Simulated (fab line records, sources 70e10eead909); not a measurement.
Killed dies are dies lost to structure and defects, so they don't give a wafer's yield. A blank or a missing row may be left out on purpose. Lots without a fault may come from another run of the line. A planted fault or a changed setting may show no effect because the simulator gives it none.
Chamber matching | flow nand_harc | NHARC_P_GATE_ETCH_32 on rie_si-04: 4 sister chambers
The step etches the open film in HBr/Cl2, target depth 150 nm, time 100.1 s. 18 wafers are shown with their chamber, then 9 later ones without.

WAFERS WITH THEIR CHAMBER
wafer  | chamber | drypump_motor_current_A (A) | oes_product_au (a.u.) | throttle_valve_pct (%)
L075.1 | 0       | 5.9                         | 1.020                 | 26.383
L075.2 | 2       | 6.6                         | 1.001                 | 26.412
L075.6 | 1       | 5.2                         | 0.984                 | 26.422
L076.1 | 3       | 5.7                         | 0.991                 | 26.410
L076.2 | 0       | 5.8                         | 1.025                 | 26.406
L076.3 | 1       | 5.1                         | 0.998                 | 26.415
L081.2 | 2       | 6.6                         | 1.002                 | 26.401
L081.3 | 1       | 5.1                         | 0.988                 | 26.395
L081.4 | 3       | 5.7                         | 0.998                 | 26.418
L085.2 | 2       | 6.6                         | 1.012                 | 26.398
L085.5 | 0       | 5.8                         | 1.014                 | 26.403
L085.6 | 1       | 5.1                         | 0.996                 | 26.393
L086.3 | 3       | 5.7                         | 1.016                 | 26.408
L086.4 | 0       | 5.8                         | 1.027                 | 26.412
L086.5 | 0       | 5.8                         | 1.031                 | 26.416
L088.3 | 2       | 6.6                         | 1.014                 | 26.409
L088.5 | 2       | 6.6                         | 1.013                 | 26.399
L088.6 | 3       | 5.7                         | 0.999                 | 26.403

SIGNATURES (means of the wafers above)
reading                 | chamber 0 | chamber 1 | chamber 2 | chamber 3 | scatter within a chamber
drypump_motor_current_A | 5.820     | 5.125     | 6.600     | 5.700     | 0.0333
oes_product_au          | 1.02340   | 0.99150   | 1.00840   | 1.00100   | 0.00758
throttle_valve_pct      | 26.40400  | 26.40625  | 26.40380  | 26.40975  | 0.0105
Rule: a wafer's distance from a chamber is the root of the sum, over the readings, of the square of ((its reading less the chamber's mean) divided by the reading's scatter). The wafer belongs to the nearest chamber; if the next one is less than 2 further off, it can't be placed. The scatter: the root of (the sum of the squares of (reading less its chamber's mean) over the shown wafers, divided by (wafers less chambers)).

WAFERS WITHOUT THEIR CHAMBER
wafer  | drypump_motor_current_A (A) | oes_product_au (a.u.) | throttle_valve_pct (%)
L090.1 | 5.8                         | 1.021                 | 26.399
L090.2 | 6.6                         | 1.001                 | 26.396
L090.4 | 5.1                         | 0.983                 | 26.416
L092.1 | 5.7                         | 0.994                 | 26.404
L092.4 | 5.1                         | 0.988                 | 26.399
L092.5 | 6.6                         | 1.004                 | 26.400
L093.1 | 6.6                         | 1.019                 | 26.404
L093.2 | 5.2                         | 1.009                 | 26.386
L093.4 | 5.9                         | 1.022                 | 26.389

WHICH CHAMBER EACH WENT THROUGH
wafer  | from the rows above | in truth
L090.1 | 0                   | 0
L090.2 | 2                   | 2
L090.4 | 1                   | 1
L092.1 | 3                   | 3
L092.4 | 1                   | 1
L092.5 | 2                   | 2
L093.1 | 2                   | 2
L093.2 | 1                   | 1
L093.4 | 0                   | 0
Placed correctly: 9 of 9. Can't be placed from these rows: 0. Placed wrongly: 0.
